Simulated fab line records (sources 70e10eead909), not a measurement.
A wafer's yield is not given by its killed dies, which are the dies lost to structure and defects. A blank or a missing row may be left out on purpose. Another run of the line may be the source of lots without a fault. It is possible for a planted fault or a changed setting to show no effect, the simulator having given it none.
Chamber matching ; flow nand_harc ; NHARC_A_BONDPAD_STRIP_15 on rie_diel-07 has 4 sister chambers
The step strips in O2. 16 wafers are shown with their chamber, then 7 later ones without.

## WAFERS, EACH WITH ITS CHAMBER
wafer;chamber;showerhead_plenum_p_Torr (Torr);drypump_motor_current_A (A);throttle_valve_pct (%)
L113.2;1;3.71;5.7;17.034
L113.3;3;3.49;6.5;17.058
L113.5;3;3.49;6.5;17.039
L116.1;2;3.54;5.1;17.044
L116.3;1;3.71;5.8;17.044
L116.4;3;3.49;6.5;17.049
L120.1;0;3.38;6.1;17.030
L120.3;1;3.71;5.8;17.026
L120.6;3;3.49;6.5;17.033
L121.1;2;3.54;5.1;17.031
L121.4;0;3.38;6.1;17.048
L121.6;1;3.71;5.8;17.028
L122.2;2;3.54;5.0;17.027
L122.5;1;3.71;5.8;17.019
L122.6;2;3.54;5.0;17.033
L127.2;0;3.37;6.2;17.030

SIGNATURES, as means of the wafers listed above
reading;chamber 0;chamber 1;chamber 2;chamber 3;scatter within a chamber
showerhead_plenum_p_Torr;3.3767;3.7100;3.5400;3.4900;0.00236
drypump_motor_current_A;6.133;5.780;5.050;6.500;0.0453
throttle_valve_pct;17.03600;17.03020;17.03375;17.04475;0.00954
Rule: for each reading, subtract the chamber's mean from the wafer's reading, divide by that reading's scatter and square the result; add these up over the readings and take the root, which gives the wafer's distance from the chamber. The wafer belongs to the nearest chamber; if the next one is less than 2 further off, it can't be placed. How the scatter is found: for the shown wafers, subtract from each reading the mean of its chamber, square and add these, divide the total by (wafers less chambers), then take the root.

## WAFERS MISSING THEIR CHAMBER
wafer;showerhead_plenum_p_Torr (Torr);drypump_motor_current_A (A);throttle_valve_pct (%)
L127.5;3.48;6.5;17.033
L135.2;3.48;6.5;17.036
L135.4;3.37;6.1;17.036
L135.6;3.70;5.8;17.027
L134.1;3.54;5.0;17.030
L134.2;3.70;5.7;17.038
L134.3;3.48;6.5;17.023

## EACH ONE'S CHAMBER
wafer;from the rows above;in truth
L127.5;3;3
L135.2;3;3
L135.4;0;0
L135.6;1;1
L134.1;2;2
L134.2;1;1
L134.3;3;3
Correctly placed: 7 of 7. Not placeable from these rows: 0. Wrongly placed: 0.
